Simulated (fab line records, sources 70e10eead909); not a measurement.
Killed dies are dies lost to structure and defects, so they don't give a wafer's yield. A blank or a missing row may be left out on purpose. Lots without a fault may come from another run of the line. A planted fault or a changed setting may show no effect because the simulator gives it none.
Problem report in the 8D (eight disciplines) form, filled by code | flow nand_harc | the parts of the form that need people (team, actions taken, sign-off) are left out

1. THE PROBLEM
cd_nm at NHARC_A_SGD_CUT_CD_MEAS_09 reads a mean of 125.1 nm on 9 wafers of 3 lots; wafers without a fault read 99.8 nm with a standard deviation of 0.53. That is +48 standard deviations from the usual mean.
The step: target cd 100 nm.
First seen on wafer L116.1, day 25 13:22, on cd_sem-01. The record holds 39 wafers of 13 lots with a number at this step. Rule for "out", or "out of limits": more than 4 standard deviations from the usual mean. The other wafers with a number count as sound.

2. WHAT IT IS AND WHAT IT IS NOT
question                    | is                              | is not
which readings at this step | cd_nm                           | -
which lots                  | L116, L118, L119                | L101, L103, L104, L107, L109, L111, L115, L121, L122, L999
which wafers of those lots  | all that have a number          | -
read on which gauges        | cd_sem-01, cd_sem-02, cd_sem-03 | -
when                        | from day 25 13:22               | up to then (24 sound wafers); but 6 sound wafers of L121, L122 came after

3. SUSPECTS, AND WHAT RULES EACH OUT
Counting: a tool at a process step up to the reading stays a suspect if it ran every lot that is out and no sound lot after the first of them.
- the gauge at NHARC_A_SGD_CUT_CD_MEAS_09: ruled out. The wafers that are out were read on 3 gauges (cd_sem-01, cd_sem-02, cd_sem-03).
- arfi_scanner-02 at NHARC_A_SGD_CUT_EXPOSE_06 (exposes mask SGD): kept. It ran every lot that is out, first L116 (day 25 13:13), and no sound lot after that; its last sound lot up to then is L107 (day 23 01:47). Its own readings are out on those wafers: exposure_dose_mJ_cm2.
Left after counting: arfi_scanner-02 at NHARC_A_SGD_CUT_EXPOSE_06.

4. THE CAUSE (what the simulator had put in)
Process parameter drift: arfi_scanner-02, from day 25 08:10 on, at NHARC_A_SGD_CUT_EXPOSE_06. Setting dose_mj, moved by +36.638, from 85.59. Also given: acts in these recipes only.
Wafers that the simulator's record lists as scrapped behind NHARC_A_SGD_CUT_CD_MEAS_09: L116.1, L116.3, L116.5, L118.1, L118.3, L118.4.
Counting left only this tool.

5. THE CHAIN OF EFFECTS, in route order
Each row: a reading whose mean over the struck wafers that have a number lies more than 3 standard deviations from the usual. Only readings for which the record gives a usual standard deviation are gone through. hours: the time from each lot's start at the first step in this table that gives one to its start at this step, as a median over the lots. sigmas: the change in usual standard deviations.
hours | step                       | reading              | usual   | on struck wafers | change | sigmas
0     | NHARC_A_SGD_CUT_EXPOSE_06  | exposure_dose_mJ_cm2 | 85.60   | 116.98           | +31.38 | +99 or more
0     | NHARC_A_SGD_CUT_CD_MEAS_09 | cd_nm                | 99.8 nm | 125.1            | +25.3  | +48
The process steps in it:
- NHARC_A_SGD_CUT_EXPOSE_06: exposes mask SGD.
Later measuring or inspecting steps at which every struck wafer that the step has a row for has a number for every such reading, and none has moved that far: NHARC_A_SGD_CUT_INSPECT_11.

6. WHAT WOULD HAVE CAUGHT IT SOONER
In this record the first reading out of limits at a measuring or inspecting step was taken at day 25 13:22, 5 hours after the fault began at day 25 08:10.
The tool's own readings at NHARC_A_SGD_CUT_EXPOSE_06 were out on every struck wafer that the step has a row for (exposure_dose_mJ_cm2): an alarm limit on them would have fired on the first of those.
Of the lots that are out (3), L118, L119 began NHARC_A_SGD_CUT_EXPOSE_06 on arfi_scanner-02 after day 25 13:22. A hold on the tool at that time would have spared those 2.
